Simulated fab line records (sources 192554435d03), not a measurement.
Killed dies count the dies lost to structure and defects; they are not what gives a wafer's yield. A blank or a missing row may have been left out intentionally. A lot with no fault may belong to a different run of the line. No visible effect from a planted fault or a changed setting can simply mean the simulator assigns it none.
The same fault as seen by 2 desks | flow n5-finfet | numbers are kept per desk, each desk with only its own; the story behind them comes last

== FROM THE METROLOGY DESK ==
What the gauges read for every lot (on any tool): the sampled wafers with a number, averaged. Marked OUT: a lot whose mean sits more than 4 standard deviations from the usual mean, which makes it out of limits; the brackets give that distance. Readings shown: 7 of its 12, picked as those furthest out on some lot.
Columns: A = cd-nm at N5_BEOL_M1_CD_MEAS_18, usual 17.97 nm; B = DIBL_N at N5_BEOL_M4_RC_MEAS_101, usual 35.7 mV/V; C = IOFF_P at N5_BEOL_M4_RC_MEAS_101, usual 0.20 nA/um; D = ION_N at N5_BEOL_M4_RC_MEAS_101, usual 672 uA/um; E = ION_P at N5_BEOL_M4_RC_MEAS_101, usual 461 uA/um; F = SS_P at N5_BEOL_M4_RC_MEAS_101, usual 73.1 mV/dec; G = VT_P at N5_BEOL_M4_RC_MEAS_101, usual -251 mV
lot  | first seen here | A     | B    | C    | D   | E   | F    | G
L296 | day 6 00:52     | 17.70 | 35.8 | 0.24 | 679 | 467 | 73.9 | -246
L297 | day 6 08:08     | 18.29 | 34.5 | 0.17 | 663 | 458 | 73.1 | -252
L299 | day 6 21:43     | 17.94 | 34.1 | 0.17 | 670 | 457 | 72.6 | -253
L303 | day 7 23:50     | 18.05 | 35.8 | 0.20 | 677 | 462 | 73.0 | -250
L305 | day 8 11:59     | 17.38 | 37.2 | 0.20 | 672 | 458 | 73.2 | -249
L306 | day 8 21:06     | 18.04 | 36.1 | 0.23 | 673 | 465 | 73.6 | -247
L310 | day 9 22:51     | 18.08 | 36.2 | 0.21 | 666 | 462 | 72.9 | -249
L312 | day 10 04:53    | 17.85 | 34.6 | 0.17 | 656 | 456 | 72.6 | -251
L314 | day 10 21:31    | 18.03 | 38.3 | 0.27 | 684 | 475 | 74.4 | -245
This desk's verdict: no lot among the 9 shows anything out of limits.

== THE TOOL OWNER'S DESK: rie-diel-03 ==
The tool's own readings at N5_BEOL_M1_ETCH_64 (etches SOC in N2/H2, target depth 75 nm, overetch 15 nm, time 112.5 s): means of the sampled wafers that have a number, for each lot that ran on this tool. Marked OUT: a lot whose mean sits more than 4 standard deviations from the usual mean, which makes it out of limits; the brackets give that distance.
Columns: A = drypump-motor-current-A at N5_BEOL_M1_ETCH_64, usual 5.8 A; B = oes-product-au at N5_BEOL_M1_ETCH_64, usual 0.60 a.u.; C = rf-vpp-V at N5_BEOL_M1_ETCH_64, usual 523.0 V; D = showerhead-plenum-p-Torr at N5_BEOL_M1_ETCH_64, usual 2.51 Torr; E = throttle-valve-pct at N5_BEOL_M1_ETCH_64, usual 17.82 %
lot  | first seen here | A   | B    | C     | D    | E
L296 | day 6 00:31     | 6.1 | 0.60 | 521.5 | 2.44 | 17.83
L303 | day 7 23:29     | 5.7 | 0.58 | 522.3 | 2.50 | 17.83
L305 | day 8 11:38     | 6.2 | 0.60 | 520.6 | 2.44 | 17.85
This desk's verdict: no lot among the 3 shows anything out of limits.

== PUT TOGETHER ==
At the metrology desk, nothing out of limits was observed.
The desk of the tool owner found nothing out of limits.

== WHAT THE SIMULATOR HAD INSERTED ==
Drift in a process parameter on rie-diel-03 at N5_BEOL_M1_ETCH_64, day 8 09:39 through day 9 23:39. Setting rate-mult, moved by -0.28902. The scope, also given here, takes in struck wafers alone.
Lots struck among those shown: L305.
